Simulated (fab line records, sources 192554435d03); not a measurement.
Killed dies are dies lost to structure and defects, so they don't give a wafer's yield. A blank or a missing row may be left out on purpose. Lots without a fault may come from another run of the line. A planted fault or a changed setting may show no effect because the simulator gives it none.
Split-lot experiment | flow n5_finfet | 7 lots, 21 wafers read, on a route of 1938 steps

THE SPLIT
At N5_BEOL_M4_COAT_22 (resist thk 30 nm), the setting spin_rpm was moved away from the recipe's 1500 rpm on 5 of the 21 wafers read, by -5.7% to +7.7%. The other wafers ran this setting at the recipe's value.

FROM THE SPLIT TO THE READING: what the file shows between them, 5 steps
- N5_BEOL_M4_EXPOSE_25: exposes mask V3, defocus 5 nm (also split here: dose_mj)
- N5_BEOL_M4_PEB_26: peb time 60 s
- N5_BEOL_M4_DEVELOP_27: develop time 30 s
- N5_BEOL_M4_CD_MEAS_28: target cd 26.2 nm, target cd y 24.1 nm
- N5_BEOL_M4_DESCUM_33: chemistry O2, time 7 s

THE READING
CAR-EUV_of_BEOL_M4_COAT_22.thk_nm (the simulator's own value, which no gauge read), in nm, at N5_BEOL_M4_ETCH_77 (etches underlayer in N2/H2, target depth 6.5 nm, time 5.2 s). The file gives no usual value for it. The 16 wafers here that ran the recipe average 20.2 nm, standard deviation 0.097 nm.

wafer  | tool, chamber at the split | spin_rpm as run, rpm | against the recipe | CAR-EUV_of_BEOL_M4_COAT_22.thk_nm, nm | against lot-mates on the recipe
L077.1 | litho_track-04, 0          | 1615                 | +7.7%              | 19.2                                  | -1.0
L077.4 | litho_track-04, 0          | 1615                 | +7.7%              | 19                                    | -1.2
L077.5 | litho_track-04, 0          | 1500                 | recipe             | 20.2                                  | -
L081.2 | litho_track-04, 0          | 1426                 | -4.9%              | 21                                    | +1.0
L081.4 | litho_track-04, 0          | 1426                 | -4.9%              | 21                                    | +1.0
L081.6 | litho_track-04, 0          | 1500                 | recipe             | 20                                    | -
L083.2 | litho_track-03, 0          | 1414                 | -5.7%              | 21.2                                  | +1.0
L083.5 | litho_track-03, 0          | 1500                 | recipe             | 20.2                                  | -
L083.6 | litho_track-03, 0          | 1500                 | recipe             | 20.2                                  | -
L084.2 | litho_track-03, 0          | 1500                 | recipe             | 20.2                                  | -
L084.3 | litho_track-03, 0          | 1500                 | recipe             | 20.2                                  | -
L084.4 | litho_track-03, 0          | 1500                 | recipe             | 20.2                                  | -
L086.3 | litho_track-03, 0          | 1500                 | recipe             | 20.2                                  | -
L086.4 | litho_track-03, 0          | 1500                 | recipe             | 20.2                                  | -
L086.5 | litho_track-03, 0          | 1500                 | recipe             | 20.2                                  | -
L089.1 | litho_track-03, 0          | 1500                 | recipe             | 20.2                                  | -
L089.5 | litho_track-03, 0          | 1500                 | recipe             | 20.2                                  | -
L089.6 | litho_track-03, 0          | 1500                 | recipe             | 20.4                                  | -
L097.1 | litho_track-03, 0          | 1500                 | recipe             | 20.4                                  | -
L097.3 | litho_track-03, 0          | 1500                 | recipe             | 20.4                                  | -
L097.6 | litho_track-03, 0          | 1500                 | recipe             | 20.2                                  | -

THE FIT
A straight line over all 21 wafers: CAR-EUV_of_BEOL_M4_COAT_22.thk_nm changes by -0.153 nm for each +1% of spin_rpm; r = -0.98; the points scatter about the line by 0.098 nm.
The same after taking each lot's own level away (the mean of its wafers on the recipe; 21 wafers): -0.163 nm for each +1%; r = -0.98; scatter 0.095 nm.
On that fit, the largest move of spin_rpm shifts the reading by 1.2 nm.
The lots' own levels span 20.00 to 20.33 nm, that is 3.4 times the standard deviation above.
So the lot-to-lot level changes the slope little: the two slopes agree.
Check: with one of the wafers moved furthest among these (+7.7%) left out of the fit, the line predicts -1.33 nm for it against its lot-mates. It came out at -1 nm against them.

OTHER SPLITS ON THESE WAFERS
These wafers also went through other splits before the reading. Each is held against what the fit with the lots' levels taken away leaves over:
other split on the same wafers | wafers away from the commonest value | r with CAR-EUV_of_BEOL_M4_COAT_22.thk_nm (lot level and that fit taken away)
N5_BEOL_M3_VIA_ETCH_34 time_s  | 9                                    | -0.01
N5_BEOL_M4_COAT_05 spin_rpm    | 3                                    | +0.03
N5_BEOL_M4_DESCUM_16 time_s    | 8                                    | -0.44
N5_BEOL_M4_EXPOSE_25 dose_mj   | 8                                    | -0.12

THE WHOLE CHAIN: every reading that the file lists as answering this split, in the file's order
step                 | what it does                                                | reading                                                                            | change (the file's fit)               | r (the file's)
N5_BEOL_M4_COAT_22   | resist thk 30 nm                                            | CAR-EUV_of_BEOL_M4_COAT_22.thk_nm (the simulator's own value, which no gauge read) | -0.153 nm for each +1% of the setting | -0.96
N5_BEOL_M4_DESCUM_33 | chemistry O2, time 7 s                                      | CAR-EUV_of_BEOL_M4_COAT_22.thk_nm (the simulator's own value, which no gauge read) | -0.161 nm for each +1% of the setting | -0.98
N5_BEOL_M4_ETCH_77   | etches underlayer in N2/H2, target depth 6.5 nm, time 5.2 s | CAR-EUV_of_BEOL_M4_COAT_22.thk_nm (the simulator's own value, which no gauge read) | -0.165 nm for each +1% of the setting | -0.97

THE FILE'S OWN FIT
CAR-EUV_of_BEOL_M4_COAT_22.thk_nm changes by -0.165 nm for each +1% of spin_rpm, r = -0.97.
